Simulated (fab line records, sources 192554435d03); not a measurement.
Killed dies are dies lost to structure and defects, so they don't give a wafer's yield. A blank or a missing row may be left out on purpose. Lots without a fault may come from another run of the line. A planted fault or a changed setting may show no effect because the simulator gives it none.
Which tool did it? | flow n5_finfet | 24 lots, 72 wafers sampled, at 2 steps of a route of 1938

WHAT THE GAUGES READ, wafer by wafer
N5_BEOL_M3_CD_MEAS_35: target cd 18 nm, target cd y 21 nm.
lot  | measured     | on        | cd_nm (nm)
L074 | day 7 02:14  | cd_sem-01 | 17.9 17.8 17.7
L075 | day 7 06:35  | cd_sem-01 | 18.1 18.4 18.5
L076 | day 8 06:00  | cd_sem-03 | 18.5 18.4 17.8
L079 | day 8 17:35  | cd_sem-01 | 17.9 18.2 17.5
L077 | day 8 17:41  | cd_sem-01 | 18.1 17.7 17.9
L080 | day 8 18:03  | cd_sem-01 | 18.2 18.2 18.1
L078 | day 8 22:05  | cd_sem-02 | 18.1 17.8 18.1
L081 | day 9 00:23  | cd_sem-03 | 18.0 18.1 17.6
L082 | day 9 01:25  | cd_sem-02 | 18.1 17.8 17.7
L083 | day 9 06:41  | cd_sem-01 | 18.2 18.0 17.4
L084 | day 10 05:39 | cd_sem-01 | 18.0 18.1 17.9
L085 | day 10 10:45 | cd_sem-02 | 18.3 18.2 18.0
L086 | day 10 13:44 | cd_sem-01 | 17.7 17.9 18.0
L087 | day 10 22:22 | cd_sem-02 | 18.0 18.5 18.7
L088 | day 11 08:37 | cd_sem-03 | 18.4 17.9 18.2
L089 | day 11 17:14 | cd_sem-03 | 18.3 18.0 18.0
L091 | day 11 20:49 | cd_sem-03 | 17.6 18.0 17.7
L090 | day 11 22:34 | cd_sem-01 | 18.2 17.8 17.6
L092 | day 11 22:35 | cd_sem-02 | 18.2 18.2 18.3
L093 | day 12 01:56 | cd_sem-02 | 18.2 18.1 17.8
L094 | day 12 12:36 | cd_sem-01 | 18.5 17.9 18.2
L095 | day 12 15:54 | cd_sem-01 | 17.7 18.3 17.8
L097 | day 13 11:14 | cd_sem-01 | 17.5 17.5 17.7
L096 | day 13 12:45 | cd_sem-02 | 17.3 18.2 18.4

WHICH TOOL RAN EACH LOT (tool, then ch and the chambers of the sampled wafers, then the start)
lot  | N5_BEOL_M3_STRIP_36
L074 | rie_diel-05 ch 1,2, day 7 01:53
L075 | rie_diel-01 ch 0,1, day 7 06:14
L076 | rie_diel-05 ch 1,2, day 8 05:39
L079 | rie_diel-05 ch 0,3, day 8 17:14
L077 | rie_diel-01 ch 0,1,3, day 8 17:19
L080 | rie_diel-01 ch 0,2,3, day 8 17:42
L078 | rie_diel-01 ch 0,1,3, day 8 21:44
L081 | rie_diel-06 ch 0,2,3, day 9 00:02
L082 | rie_diel-01 ch 0,3, day 9 01:04
L083 | rie_diel-06 ch 0,1, day 9 06:21
L084 | rie_diel-06 ch 1,3, day 10 05:13
L085 | rie_diel-06 ch 1,2, day 10 10:25
L086 | rie_diel-01 ch 0,2,3, day 10 13:23
L087 | rie_diel-01 ch 1,3, day 10 22:02
L088 | rie_diel-06 ch 1,2,3, day 11 08:16
L089 | rie_diel-05 ch 0,1,2, day 11 16:53
L091 | rie_diel-01 ch 0,2, day 11 20:28
L090 | rie_diel-06 ch 0,2,3, day 11 22:11
L092 | rie_diel-05 ch 0,1,3, day 11 22:13
L093 | rie_diel-01 ch 1,2,3, day 12 01:35
L094 | rie_diel-05 ch 0,1,3, day 12 12:16
L095 | rie_diel-01 ch 1,2,3, day 12 15:34
L097 | rie_diel-06 ch 0,1, day 13 10:53
L096 | rie_diel-01 ch 0,3, day 13 12:18
- N5_BEOL_M3_STRIP_36: strips in N2/H2.

WHAT THE TOOLS THEMSELVES READ (means of the sampled wafers that have a number; where no wafer has one, the mark that the record gives instead)
N5_BEOL_M3_STRIP_36.
lot  | tool        | drypump_motor_current_A (A) | h2_flow_sccm (sccm) | oes_product_au (a.u.) | rf_vpp_V (V) | showerhead_plenum_p_Torr (Torr) | temp_c (C) | throttle_valve_pct (%)
L074 | rie_diel-05 | 5.8                         | 199.9               | 0.69                  | 59.6         | 2.54                            | 40.05      | 23.6
L075 | rie_diel-01 | 6.0                         | 200.5               | 0.81                  | 59.2         | 2.66                            | 40.10      | 23.1
L076 | rie_diel-05 | 5.8                         | 199.9               | 0.69                  | 58.4         | 2.54                            | 40.00      | 23.6
L079 | rie_diel-05 | 5.7                         | 199.9               | 0.73                  | 60.2         | 2.57                            | 40.05      | 23.9
L077 | rie_diel-01 | 5.8                         | 200.0               | 0.77                  | 59.5         | 2.65                            | 40.04      | 23.4
L080 | rie_diel-01 | 5.8                         | 199.4               | 0.76                  | 59.4         | 2.58                            | 39.91      | 23.6
L078 | rie_diel-01 | 5.9                         | 199.8               | 0.77                  | 59.2         | 2.65                            | 39.95      | 23.4
L081 | rie_diel-06 | 5.9                         | 200.1               | 0.73                  | 58.9         | 2.48                            | 40.09      | 23.8
L082 | rie_diel-01 | 5.6                         | 199.5               | 0.79                  | 59.0         | 2.66                            | 39.92      | 23.7
L083 | rie_diel-06 | 5.6                         | 200.2               | 0.80                  | 58.7         | 2.52                            | 40.11      | 23.8
L084 | rie_diel-06 | 6.1                         | 200.5               | 0.79                  | 58.1         | 2.58                            | 39.98      | 23.9
L085 | rie_diel-06 | 6.2                         | 199.7               | 0.75                  | 59.2         | 2.53                            | 40.07      | 23.5
L086 | rie_diel-01 | 5.9                         | 199.8               | 0.75                  | 58.7         | 2.58                            | 40.02      | 23.6
L087 | rie_diel-01 | 6.1                         | 200.2               | 0.75                  | 59.2         | 2.63                            | 40.06      | 23.2
L088 | rie_diel-06 | 6.2                         | 200.7               | 0.76                  | 59.4         | 2.55                            | 39.97      | 23.7
L089 | rie_diel-05 | 5.7                         | 199.8               | 0.80                  | 59.7         | 2.47                            | 39.92      | 23.5
L091 | rie_diel-01 | 5.8                         | 199.8               | 0.76                  | 59.9         | 2.59                            | 40.14      | 23.6
L090 | rie_diel-06 | 5.8                         | 200.1               | 0.82                  | 58.7         | 2.58                            | 40.06      | 23.7
L092 | rie_diel-05 | 5.8                         | 200.2               | 0.72                  | 59.0         | 2.49                            | 40.06      | 23.7
L093 | rie_diel-01 | 6.1                         | 200.2               | 0.73                  | 60.7         | 2.56                            | 39.95      | 23.3
L094 | rie_diel-05 | 5.8                         | 200.1               | 0.71                  | 57.6         | 2.48                            | 39.98      | 23.6
L095 | rie_diel-01 | 6.1                         | 199.9               | 0.73                  | 59.6         | 2.55                            | 39.90      | 23.3
L097 | rie_diel-06 | 5.5                         | 200.3               | 0.85                  | 58.8         | 2.62                            | 40.06      | 23.7
L096 | rie_diel-01 | 5.6                         | 200.3               | 0.75                  | 60.3         | 2.65                            | 39.94      | 23.7

THE ANSWER, worked out from the rows above alone
Rule: what is usual is taken from the lots themselves. Put in order of their means at a reading, lots are off if they are a third of the lots or fewer, leave a main group of 4 or more, and stand apart from it by a gap of 3 or more times the standard deviation of the main group's means; of several such gaps the widest counts. A main group whose means are all the same, to the digits that the tables above print for the reading, isn't used. A lot without any number at a reading at which 4 lots or more have one is off too. The other lots that the step has rows for count as sound. The gauges are gone through in route order, then the tools' own readings, and for those a lot's mean is taken as printed above. The first step at which some lot is off is used, and at that step the reading that is off furthest; a lot without a number counts as furthest.
No lot is off at any reading shown: from this, nothing can be told.

WHAT THE SIMULATOR HAD PUT IN
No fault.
